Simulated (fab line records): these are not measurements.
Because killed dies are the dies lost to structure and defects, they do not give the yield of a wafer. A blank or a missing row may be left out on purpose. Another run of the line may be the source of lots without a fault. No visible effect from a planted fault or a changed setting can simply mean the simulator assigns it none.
Which tool did it? ; flow n5_finfet ; 24 lots, 72 wafers sampled, at 2 steps of a route of 1938

== WHAT THE GAUGES READ, wafer by wafer ==
N5_BEOL_M14_CD_MEAS_28: target cd 284.4 nm. Usual: cd_nm at 284.3 nm, with a standard deviation of 1.7.
lot;measured;on;cd_nm (nm);flag
L074;day 10 22:24;cd_sem-03;287.2 283.6 282.9;
L075;day 11 01:49;cd_sem-03;283.4 286.1 285.0;
L077;day 11 12:48;cd_sem-01;285.5 283.6 286.4;
L076;day 11 14:29;cd_sem-02;283.0 284.0 280.6;
L078;day 11 17:25;cd_sem-02;283.5 285.7 284.4;
L079;day 12 06:50;cd_sem-02;283.1 281.9 282.1;
L080;day 12 07:16;cd_sem-02;282.8 286.9 283.6;
L082;day 12 21:54;cd_sem-03;286.9 283.7 285.6;
L083;day 12 22:27;cd_sem-03;283.7 280.7 285.4;
L081;day 13 01:22;cd_sem-03;283.1 283.6 282.9;
L084;day 13 11:41;cd_sem-03;285.9 285.0 284.4;
L086;day 13 14:43;cd_sem-03;284.9 283.6 285.2;
L085;day 14 03:31;cd_sem-03;282.8 283.1 284.9;
L087;day 14 03:48;cd_sem-03;282.7 286.8 282.9;
L088;day 14 06:50;cd_sem-03;284.0 284.6 283.3;
L089;day 14 07:45;cd_sem-02;283.5 284.6 285.1;
L090;day 15 02:26;cd_sem-03;284.7 281.8 283.4;
L091;day 15 06:46;cd_sem-02;285.9 283.2 283.1;
L092;day 15 15:47;cd_sem-03;284.0 288.0 283.5;
L093;day 15 19:40;cd_sem-01;282.9 283.3 282.7;
L094;day 16 01:50;cd_sem-03;283.6 287.0 282.9;
L095;day 16 03:11;cd_sem-02;285.2 281.0 283.7;
L097;day 16 19:02;cd_sem-01;282.9 286.9 282.6;
L096;day 16 22:44;cd_sem-02;285.3 285.9 283.7;

N5_BEOL_M14_OVL_MEAS_29. Usual: M14_OVL 4 nm, standard deviation 4.7.
lot;measured;on;M14_OVL (nm);flag
L074;day 10 22:26;overlay-02;11 5 12;
L075;day 11 01:52;overlay-02;1 3 6;
L077;day 11 12:50;overlay-02;1 -5 -4;
L076;day 11 14:31;overlay-02;2 2 -7;
L078;day 11 17:26;overlay-01;7 11 5;
L079;day 12 06:52;overlay-01;8 1 -1;
L080;day 12 07:17;overlay-01;4 4 8;
L082;day 12 21:56;overlay-01;1 4 4;
L083;day 12 22:28;overlay-01;7 2 9;
L081;day 13 01:23;overlay-01;-3 2 -3;
L084;day 13 11:43;overlay-01;1 4 -6;
L086;day 13 14:45;overlay-02;6 0 2;
L085;day 14 03:32;overlay-01;4 8 9;
L087;day 14 03:50;overlay-01;-1 10 2;
L088;day 14 06:52;overlay-01;3 9 5;
L089;day 14 07:47;overlay-01;-8 -1 -4;
L090;day 15 02:27;overlay-02;6 -3 1;
L091;day 15 06:47;overlay-01;17 10 17;
L092;day 15 15:49;overlay-02;4 1 3;
L093;day 15 19:42;overlay-02;10 4 7;
L094;day 16 01:51;overlay-02;3 4 1;
L095;day 16 03:13;overlay-01;12 4 5;
L097;day 16 19:04;overlay-01;5 5 1;
L096;day 16 22:46;overlay-02;4 -5 3;

== TOOL THAT RAN EACH LOT (tool first, then ch and the chambers of the sampled wafers, then the start) ==
The record shows no process step preceding these readings.

== AS READ BY THE TOOLS THEMSELVES (means over the sampled wafers that have a number; for cases with no such wafer, the mark the record gives instead) ==
The record holds no such reading with a usual standard deviation.

== THE ANSWER, worked out from the rows above alone ==
Rule: a lot counts as off when the mean over its wafers that have a number is more than 3 standard deviations away from the usual mean. Also off: a lot with no number at a reading for which 4 or more lots have one. All remaining lots with rows at the step are treated as sound. After the gauges, taken in route order, come the tools' own readings; for these a lot's mean is taken, as printed above. The first step at which some lot is off is used, and at that step the reading that is off furthest; a lot without a number counts as furthest.
None of the lots is off at any reading shown; this tells nothing.

== WHAT THE SIMULATOR HAD PUT IN ==
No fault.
